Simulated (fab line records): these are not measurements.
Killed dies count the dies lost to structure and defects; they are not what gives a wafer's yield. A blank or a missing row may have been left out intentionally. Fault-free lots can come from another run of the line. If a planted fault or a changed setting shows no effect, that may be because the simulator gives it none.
A struck lot beside a sound one / flow n5Finfet / 16 out of 1938 route steps
Sound: the wafers L598.1, L598.5, L598.6. Struck: wafers L603.1, L603.4, L603.5. At the end, the cause is stated.
For every step that has rows: the tool of each side, followed by ch and its chambers, followed by its first start. Under that, the readings that differ: sound wafers / struck wafers / difference of the means / sigmas: that difference in standard deviations of wafers without a fault.
alike: same words and numbers on both sides, and readings whose means sit less than 2 such deviations apart. not compared: any withheld reading, any reading some wafer has no value for, any bound like >300 that may hide the same value, and any number with overlapping values for which the record gives no deviation.
A row with sigmas, a row that says differs or no value, or rows on one side alone: a step with any of these is where the two part. Non-overlapping numbers with no deviation appear without sigmas and do not part them. Lack of a reading on every wafer of one side parts them only where that side has two or more wafers.

first, 7 steps without rows for these wafers: N5_WELL_APT_COAT_02 (resist thk 950 nm); N5_WELL_APT_EBR_04; N5_WELL_APT_SOFTBAKE_03 (time 60 s); N5_WELL_APT_EXPOSE_05 (exposes mask NWELL, defocus 0 nm, target cd 200 nm); N5_WELL_APT_PEB_06 (peb time 90 s); N5_WELL_APT_DEVELOP_07 (develop time 45 s); N5_WELL_APT_HARDBAKE_12 (time 120 s).
N5_WELL_APT_CD_MEAS_08 targets a cd of 200 nm.
  sound on cdSem-02 ch 0, day 1 13:44; struck on cdSem-03 ch 0, day 2 19:41
  alike: cdNm
N5_WELL_APT_OVL_MEAS_09:
  sound on overlay-01 ch 0, day 1 13:46; struck on overlay-01 ch 0, day 2 19:43
  alike: NWELL_OVL
N5_WELL_APT_INSPECT_10: inspects for defects (macro).
  sound on defectInspect-02, day 1 13:48; struck on defectInspect-02, day 2 19:44
  alike: rawDefectCount
N5_WELL_APT_DESCUM_13: chemistry O2, time 7.9 s.
  sound on rieDiel-06 ch 0,1, day 1 14:01; struck on rieDiel-03 ch 1,2, day 2 19:46
  alike: drypumpMotorCurrentA, o2FlowSccm, oesProductAu, rfVppV, showerheadPlenumPTorr, throttleValvePct
  not compared: rfHoursCounterH
next, for these wafers, 1 step has no rows: N5_WELL_APT_IMPLANT_14.
N5_WELL_APT_IMPLANT_15:
  sound on implanter-02 ch 0, day 1 14:18; struck on implanter-02 ch 0, day 2 20:24
reading=tiltDeg (degrees); sound=0.003 -0.003 -0.051; struck=0.035 0.024 0.012; difference=+0.041; sigmas=+2
  alike: beamOnS
then, 1 step without rows for these wafers: N5_WELL_APT_STRIP_16 (strips in SPM, time 900 s).
-- the record jumps here: 10 days lie between the struck wafers' starts before and after (it left off in module WELL_APT and takes up again in module BEOL_M4, whose first step shown is number 1111 of the route) --
N5_BEOL_M4_RC_MEAS_101:
  sound on prober-02 ch 0, day 7 23:59; struck on prober-01 ch 0, day 12 23:44
  alike: DIBL_N, DIBL_P, IOFF_N, IOFF_P, ION_N, ION_P, SS_N, SS_P, VT_N, VT_P
-- a jump in the record: the struck wafers' starts before and after are 3 days apart (it breaks off in module BEOL_M4 and resumes in module PASSIVATION, where the first step shown is number 1936 of the route) --
N5_PASSIVATION_PROBE_49:
  record: rows for the struck wafers here (prober-01, day 15 20:21), none for the sound ones

## WHERE THEY PART
First at N5_WELL_APT_IMPLANT_15; last, within this record, at N5_PASSIVATION_PROBE_49.

WHY: what the simulator had put in
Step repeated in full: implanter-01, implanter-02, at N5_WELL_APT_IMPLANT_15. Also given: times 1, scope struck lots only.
